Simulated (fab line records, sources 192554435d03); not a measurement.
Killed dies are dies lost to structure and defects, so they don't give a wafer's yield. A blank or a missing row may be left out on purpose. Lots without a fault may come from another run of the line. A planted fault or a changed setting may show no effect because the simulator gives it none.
Chamber matching | flow n5_finfet | N5_SDB_CMP_30 on cmp-04: 4 sister chambers
The step polishes, stops on poly-Si, t overpolish 1.54 s, target thk 30 nm. 8 wafers are shown with their chamber, then 10 later ones without.

WAFERS WITH THEIR CHAMBER
wafer  | chamber | motor_current_A (A) | overpolish_run_s (s)
L087.5 | 1       | 10.3                | 1.523
L088.1 | 2       | 11.0                | 1.554
L088.3 | 1       | 10.2                | 1.549
L089.3 | 0       | 10.8                | 1.538
L089.5 | 0       | 10.5                | 1.546
L089.6 | 3       | 9.4                 | 1.534
L090.1 | 2       | 11.8                | 1.553
L090.2 | 3       | 9.6                 | 1.529

WAFERS WITHOUT THEIR CHAMBER
wafer  | motor_current_A (A) | overpolish_run_s (s)
L090.4 | 10.3                | 1.544
L092.1 | 10.4                | 1.539
L092.2 | 11.9                | 1.551
L092.6 | 10.6                | 1.541
L094.1 | 11.2                | 1.545
L094.3 | 9.9                 | 1.524
L094.4 | 11.2                | 1.541
L096.1 | 9.9                 | 1.544
L096.5 | 9.7                 | 1.551
L096.6 | 10.3                | 1.550

WHICH CHAMBER EACH WENT THROUGH
wafer  | from the rows above          | in truth
L090.4 | can't be placed: 1 or 0      | 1
L092.1 | can't be placed: 1 or 0      | 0
L092.2 | 2                            | 2
L092.6 | can't be placed: 0 or 1      | 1
L094.1 | can't be placed: 2 or 0      | 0
L094.3 | can't be placed: 3 or 1 or 0 | 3
L094.4 | can't be placed: 2 or 0 or 1 | 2
L096.1 | can't be placed: 1 or 3 or 0 | 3
L096.5 | can't be placed: 3 or 1 or 0 | 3
L096.6 | can't be placed: 0 or 1 or 3 | 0
Placed correctly: 1 of 10. Can't be placed from these rows: 9 (the true chamber is among the candidates in 9). Placed wrongly: 0.
How it was worked out, from the rows above alone: a wafer's distance from a chamber is the root of the sum, over the readings, of the square of ((its reading less the chamber's mean) divided by the reading's scatter). The wafer belongs to the nearest chamber; if the next one is less than 2 further off, it can't be placed. A chamber's mean is the mean of its shown wafers. The scatter: the root of (the sum of the squares of (reading less its chamber's mean) over the shown wafers, divided by (wafers less chambers)).
